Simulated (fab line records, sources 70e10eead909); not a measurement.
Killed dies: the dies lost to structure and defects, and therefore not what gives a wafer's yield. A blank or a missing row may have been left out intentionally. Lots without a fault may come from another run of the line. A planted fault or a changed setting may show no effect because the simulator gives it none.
Comparing a struck lot with a sound one	flow nandHarc	13 out of 1302 route steps
Sound: these wafers, L752.2, L752.5, L752.6. Struck: wafers L747.1, L747.3, L747.5. The cause comes at the end.
Per side, at each step with rows, come the tool, then ch with its chambers, and then its first start. Under that, the readings that differ: sound wafers	struck wafers	difference of the means	sigmas: that difference in standard deviations of wafers without a fault.
alike: readings with means less than 2 such deviations apart, plus words and numbers identical on both sides. not compared: withheld readings, readings lacking a value on some wafer, bounds such as >300 that could conceal the same value, and numbers that have no deviation in the record and whose values overlap.
Wherever a step has rows on one side only, a row that says differs or no value, or a row with sigmas, the two part there. Numbers that don't overlap but have no deviation are shown without sigmas and don't part them. A reading missing from all wafers of one side parts the sides only when that side holds two or more wafers.

NHARC_A_ZERO_WELL_INSPECT_17:
  struck on defectInspect-01, day 13 18:34; sound on defectInspect-02, day 15 21:47
  alike: rawDefectCount
then, 3 steps without rows for these wafers: NHARC_A_SOURCE_PLATE_PRECLEAN_00 (cleans in HF-LAST, time 60 s); NHARC_A_SOURCE_PLATE_SRD_01; NHARC_A_SOURCE_PLATE_OXIDE_02 (material SiO2, target thk 10 nm, ox time 1362 s).
NHARC_A_SOURCE_PLATE_THK_MEAS_09: measures by ellipsometry.
  struck on filmMetro-02, day 14 02:05; sound on filmMetro-02, day 16 05:31
  alike: thkNm
then, 3 steps without rows for these wafers: NHARC_A_SOURCE_PLATE_PVD_04 (deposits WSi2, target thk 50 nm); NHARC_A_SOURCE_PLATE_CVD_03 (deposits poly-Si, target thk 200 nm, time 4000 s); NHARC_A_SOURCE_PLATE_ANNEAL_05 (time 1800 s).
NHARC_A_SOURCE_PLATE_THK_MEAS_06: measures by ellipsometry.
  struck on filmMetro-02, day 14 14:40; sound on filmMetro-01, day 16 19:20
  alike: thkNm
NHARC_A_SOURCE_PLATE_INSPECT_08:
  struck on defectInspect-01, day 14 14:43; sound on defectInspect-02, day 16 19:24
  alike: rawDefectCount
NHARC_A_ONON_D1_DEP_00: target thk 1000 nm.
  sound on pecvdOnon-02 ch 0, day 16 19:31; struck on pecvdOnon-02 ch 0, day 14 14:47
  alike: n2FlowSccm
NHARC_A_ONON_D1_THK_MEAS_02: measures by ellipsometry.
  struck on filmMetro-02, day 14 15:29; sound on filmMetro-01, day 16 19:59
reading	sound	struck	difference	sigmas
thkNm (nm)	976 976 978	626 628 628	-349	-29
  not compared: hold
-- break in the record here, with 18 days between the starts of the struck wafers on either side (left off in module A_ONON_D1, picked up again in module END, where the first step shown is number 1302 on the route) --
NHARC_END_SORT_01:
  only the struck wafers appear in the record here, on prober-01 ch 0 at day 32 22:35; the sound ones have no rows

## WHERE THEY PART
At NHARC_A_ONON_D1_THK_MEAS_02 first; at NHARC_END_SORT_01 last (within this record only).

WHY: whatever the simulator had introduced
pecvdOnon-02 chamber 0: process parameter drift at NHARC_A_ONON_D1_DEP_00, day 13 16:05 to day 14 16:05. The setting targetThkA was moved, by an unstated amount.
